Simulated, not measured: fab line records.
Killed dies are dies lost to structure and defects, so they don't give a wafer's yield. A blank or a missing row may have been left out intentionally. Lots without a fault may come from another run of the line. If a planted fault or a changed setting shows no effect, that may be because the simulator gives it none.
Which tool was responsible? :: flow n5-finfet :: Sampling: 12 lots, 36 wafers, 3 of 1938 route steps

## WHAT EACH GAUGE READ, for each wafer
N5_BEOL_M12_THK_MEAS_01. Usual: for M12_ILD_THK the level is 661 nm and the standard deviation is 7.4.
lot: L924
measured: day 12 15:43
on: film-metro-01
M12_ILD_THK (nm): 655 656 666
flag: 

lot: L928
measured: day 13 21:53
on: film-metro-02
M12_ILD_THK (nm): 654 674 670
flag: 

lot: L930
measured: day 13 22:27
on: film-metro-02
M12_ILD_THK (nm): 653 673 677
flag: 

lot: L931
measured: day 14 02:42
on: film-metro-02
M12_ILD_THK (nm): 670 667 675
flag: 

lot: L933
measured: day 14 08:46
on: film-metro-01
M12_ILD_THK (nm): 665 661 661
flag: 

lot: L932
measured: day 15 00:18
on: film-metro-01
M12_ILD_THK (nm): 644 668 675
flag: 

lot: L936
measured: day 15 01:40
on: film-metro-02
M12_ILD_THK (nm): 647 660 666
flag: 

lot: L934
measured: day 15 06:59
on: film-metro-01
M12_ILD_THK (nm): 653 663 668
flag: 

lot: L946
measured: day 16 22:05
on: film-metro-02
M12_ILD_THK (nm): 656 664 666
flag: 

lot: L945
measured: day 17 20:37
on: film-metro-02
M12_ILD_THK (nm): 669 664 665
flag: 

lot: L940
measured: day 17 23:43
on: film-metro-02
M12_ILD_THK (nm): 664 662 662
flag: 

lot: L947
measured: day 19 01:49
on: film-metro-02
M12_ILD_THK (nm): 661 653 665
flag: 

N5_BEOL_M12_OVL_MEAS_11. Usual: for V11_OVL the level is 4 nm and the standard deviation is 5.1.
lot: L924
measured: day 12 16:04
on: overlay-02
V11_OVL (nm): -2 3 -6
flag: 

lot: L928
measured: day 13 22:13
on: overlay-02
V11_OVL (nm): -1 6 5
flag: 

lot: L930
measured: day 13 22:55
on: overlay-02
V11_OVL (nm): 5 4 1
flag: 

lot: L931
measured: day 14 03:10
on: overlay-02
V11_OVL (nm): 2 -5 -6
flag: 

lot: L933
measured: day 14 09:05
on: overlay-01
V11_OVL (nm): 5 5 1
flag: 

lot: L932
measured: day 15 00:38
on: overlay-02
V11_OVL (nm): 11 5 2
flag: 

lot: L936
measured: day 15 02:08
on: overlay-01
V11_OVL (nm): 9 9 4
flag: 

lot: L934
measured: day 15 07:19
on: overlay-01
V11_OVL (nm): 4 9 6
flag: 

lot: L946
measured: day 16 22:33
on: overlay-02
V11_OVL (nm): 12 12 3
flag: 

lot: L945
measured: day 17 20:56
on: overlay-02
V11_OVL (nm): 3 8 2
flag: 

lot: L940
measured: day 18 00:02
on: overlay-02
V11_OVL (nm): 10 5 3
flag: 

lot: L947
measured: day 19 02:08
on: overlay-01
V11_OVL (nm): 7 -4 5
flag: 

## EACH LOT AND THE TOOL THAT RAN IT (in order: tool; ch and the chambers of the sampled wafers; start)
lot: L924
N5_BEOL_M12_PEB_08: litho-track-01 ch 0, day 12 15:55

lot: L928
N5_BEOL_M12_PEB_08: litho-track-01 ch 0, day 13 22:04

lot: L930
N5_BEOL_M12_PEB_08: litho-track-03 ch 0, day 13 22:46

lot: L931
N5_BEOL_M12_PEB_08: litho-track-01 ch 0, day 14 03:01

lot: L933
N5_BEOL_M12_PEB_08: litho-track-01 ch 0, day 14 08:57

lot: L932
N5_BEOL_M12_PEB_08: litho-track-05 ch 0, day 15 00:29

lot: L936
N5_BEOL_M12_PEB_08: litho-track-03 ch 0, day 15 01:59

lot: L934
N5_BEOL_M12_PEB_08: litho-track-01 ch 0, day 15 07:11

lot: L946
N5_BEOL_M12_PEB_08: litho-track-03 ch 0, day 16 22:24

lot: L945
N5_BEOL_M12_PEB_08: litho-track-03 ch 0, day 17 20:48

lot: L940
N5_BEOL_M12_PEB_08: litho-track-03 ch 0, day 17 23:54

lot: L947
N5_BEOL_M12_PEB_08: litho-track-05 ch 0, day 19 02:00
- N5_BEOL_M12_PEB_08: peb time 90 s.

## WHAT THE TOOLS THEMSELVES READ (means of the sampled wafers that have a number; where no wafer has one, the mark that the record gives instead)
N5_BEOL_M12_PEB_08. Usual: plate-temp-C at 130.01 C, with a standard deviation of 0.13.
lot: L924
tool: litho-track-01
plate-temp-C (C): 130.02
flag: 

lot: L928
tool: litho-track-01
plate-temp-C (C): 129.93
flag: 

lot: L930
tool: litho-track-03
plate-temp-C (C): 130.05
flag: 

lot: L931
tool: litho-track-01
plate-temp-C (C): 129.79
flag: 

lot: L933
tool: litho-track-01
plate-temp-C (C): 129.97
flag: 

lot: L932
tool: litho-track-05
plate-temp-C (C): 129.89
flag: 

lot: L936
tool: litho-track-03
plate-temp-C (C): 129.98
flag: 

lot: L934
tool: litho-track-01
plate-temp-C (C): 130.04
flag: 

lot: L946
tool: litho-track-03
plate-temp-C (C): 129.90
flag: 

lot: L945
tool: litho-track-03
plate-temp-C (C): 130.89
flag: OFF

lot: L940
tool: litho-track-03
plate-temp-C (C): 130.97
flag: OFF

lot: L947
tool: litho-track-05
plate-temp-C (C): 130.08
flag: 

## THE ANSWER, worked out from the rows above alone
Rule: lot off if the mean of its wafers having a number is beyond 3 standard deviations from the usual mean. A lot without any number at a reading at which 4 lots or more have one is off too. Where the step has rows for the other lots, those lots are counted as sound. Order of review: gauges by route order, followed by the tools' own readings, for which a lot's mean as printed above is used. At the first step where some lot is off, the reading lying furthest off is the one used; lots without a number count as furthest.
Off: L945, L940 (N5_BEOL_M12_PEB_08, plate-temp-C).
A tool fits if, at that step or a process step before it, it ran every lot that is off, and no sound lot after the first of them. One fits: N5_BEOL_M12_PEB_08 on litho-track-03. Its last sound lot is L946 (day 16 22:24), its first lot that is off L945 (day 17 20:48): a fault that began between those two fits.
On the lots that are off, the tool's own readings at N5_BEOL_M12_PEB_08 differ by more than 5 times the standard deviation of the sound lots' means, which bears it out; plate-temp-C reads 130.93 C there versus 129.97 C on the sound lots.

## WHAT WAS PUT IN BY THE SIMULATOR
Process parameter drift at N5_BEOL_M12_PEB_08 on litho-track-03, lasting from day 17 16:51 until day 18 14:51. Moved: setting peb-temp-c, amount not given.
Shown lots that were struck: L945, L940. This agrees with what the rule above found.
